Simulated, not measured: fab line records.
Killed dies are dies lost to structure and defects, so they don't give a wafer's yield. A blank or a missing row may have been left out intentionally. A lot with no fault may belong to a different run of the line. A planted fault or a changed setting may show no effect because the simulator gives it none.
A lot that was struck, set against a sound lot :: flow n5 finfet :: 15 out of 1938 route steps
Sound: the wafers L929.1, L929.3, L929.4. Struck: wafer L937.2. (L937.4 of the same lot was not struck and is left out.) The cause comes at the end.
Order at every step that has rows: each side's tool, ch and its chambers, its first start. Under that, the readings that differ: sound wafers :: struck wafers :: difference of the means :: sigmas: that difference in standard deviations of wafers without a fault.
alike: a reading whose means differ by less than 2 such deviations, as well as words and numbers matching on both sides. not compared: withheld readings; readings where some wafer has no value; bounds like >300 that might hide an equal value; numbers whose values overlap and for which the record gives no deviation.
A row with sigmas, a row that says differs or no value, or rows on one side alone: a step with any of these is where the two part. When numbers do not overlap yet have no deviation, they are printed without sigmas and do not part them. Lack of a reading on every wafer of one side parts them only where that side has two or more wafers.

N5_PASSIVATION_CD_MEAS_10 targets a cd of 3000 nm.
  sound on cd sem-01 ch 0, day 14 08:20; struck on cd sem-03 ch 0, day 15 17:34
reading: cd nm (nm)
sound: 3000 3008 3008
struck: 2994
difference: -11
sigmas: -2
N5_PASSIVATION_OVL_MEAS_60:
  sound on overlay-02 ch 0, day 14 08:22; struck on overlay-01 ch 0, day 15 17:35
  alike: TV_OVL
N5_PASSIVATION_INSPECT_61: inspects for defects (macro).
  sound: defect inspect-02 at day 14 08:23; struck: defect inspect-02 at day 15 17:37
  alike: raw defect count
N5_PASSIVATION_DESCUM_12: chemistry O2, time 7.9 s.
  sound on rie diel-05 ch 0,1,3, day 14 08:38; struck on rie diel-06 ch 3, day 15 17:39
reading: drypump motor current A (A)
sound: 5.3 5.6 5.0
struck: 6.4
difference: +1.1
sigmas: +3
  alike: chamber pressure mTorr, oes product au, rf vpp V, showerhead plenum p Torr, throttle valve pct
  not compared: rf hours counter h
N5_PASSIVATION_PASS_ETCH_74: etches SiNx in CF4/O2, target depth 220 nm, time 110 s.
  sound on rie diel-05 ch 0,1,3, day 14 08:42; struck on rie diel-06 ch 3, day 15 17:43
reading: drypump motor current A (A)
sound: 5.4 5.6 5.1
struck: 6.4
difference: +1.0
sigmas: +3
  alike: chamber pressure mTorr, oes product au, rf vpp V, showerhead plenum p Torr, throttle valve pct
  not compared: rf hours counter h
then, 1 step without rows for these wafers: N5_PASSIVATION_VIA_ETCH_13 (etches SiO2 in CHF3/O2, target depth 660 nm, time 330 s).
N5_PASSIVATION_STRIP_14: strips in O2.
  sound on rie diel-05 ch 0,1,3, day 14 08:59; struck on rie diel-06 ch 3, day 15 18:00
reading: drypump motor current A (A)
sound: 5.4 5.6 5.1
struck: 6.4
difference: +1.0
sigmas: +3
  alike: chamber pressure mTorr, oes product au, rf vpp V, showerhead plenum p Torr, throttle valve pct
  not compared: rf hours counter h
N5_PASSIVATION_ETCH_15: etches SiCN in CF4/N2, target depth 75 nm, time 81.2 s.
  sound on rie diel-05 ch 0,1,3; struck on rie diel-06 ch 3
reading: drypump motor current A (A)
sound: 5.3 5.6 5.1
struck: 6.4
difference: +1.1
sigmas: +3
  alike: chamber pressure mTorr, oes product au, rf vpp V, showerhead plenum p Torr, throttle valve pct
  not compared: rf hours counter h
then, 2 steps without rows for these wafers: N5_PASSIVATION_STRIP_73 (strips in post etch residue remover, time 60 s); N5_PASSIVATION_SRD_17 (time 30 s, dry time 30 s).
N5_PASSIVATION_DEGAS_18: time 60 s.
  sound: pvd sputter-03 at day 14 09:23; struck: pvd sputter-03 at day 15 18:19
  alike: heater power w, susceptor temp C
following that, these wafers have no rows for 1 step: N5_PASSIVATION_PRE_CLEAN_19.
N5_PASSIVATION_SPUTTER_20: material TaN, target thk 50 nm.
  sound: pvd sputter-03 at day 14 09:28; struck: pvd sputter-03 at day 15 18:23
reading: model.TaN_of_PASSIVATION_SPUTTER_20.thk nm (nm)
sound: 50 49.2 50.2
struck: 28.4
difference: -21.4
sigmas: 
  alike: susceptor temp C, throttle valve pct
then, 1 step without rows for these wafers: N5_PASSIVATION_AL_DEP_21 (deposits Al, target thk 2800 nm, time 170 s).
N5_PASSIVATION_PROBE_49:
  sound: prober-02 at day 14 15:26; struck: prober-01 at day 16 00:38
reading: defect limited yield (%)
sound: 90.5 90.3 88.9
struck: 93.6
difference: +3.7
sigmas: +2

reading: killed_at_M0_to_M3
sound: 38 43 54
struck: 21
difference: -24
sigmas: -2

reading: killed dies
sound: 112 115 131
struck: 75
difference: -44
sigmas: -2

reading: killed short
sound: 42 43 41
struck: 20
difference: -22
sigmas: -3

reading: sort_bin_6_memory (%)
sound: 3.1 3.2 4.5
struck: 1.8
difference: -1.8
sigmas: -3

reading: sort n pass
sound: 1068 1065 1049
struck: 1105
difference: +44
sigmas: +2
  alike: killed_at_M4_up, killed at contacts, killed at front end, killed at other, killed open, sort_bin_5_function, sort_bin_8_speed

WHERE THEY PART
At N5_PASSIVATION_CD_MEAS_10 first; at N5_PASSIVATION_PROBE_49 last (within this record only).

WHY: the cause the simulator had injected
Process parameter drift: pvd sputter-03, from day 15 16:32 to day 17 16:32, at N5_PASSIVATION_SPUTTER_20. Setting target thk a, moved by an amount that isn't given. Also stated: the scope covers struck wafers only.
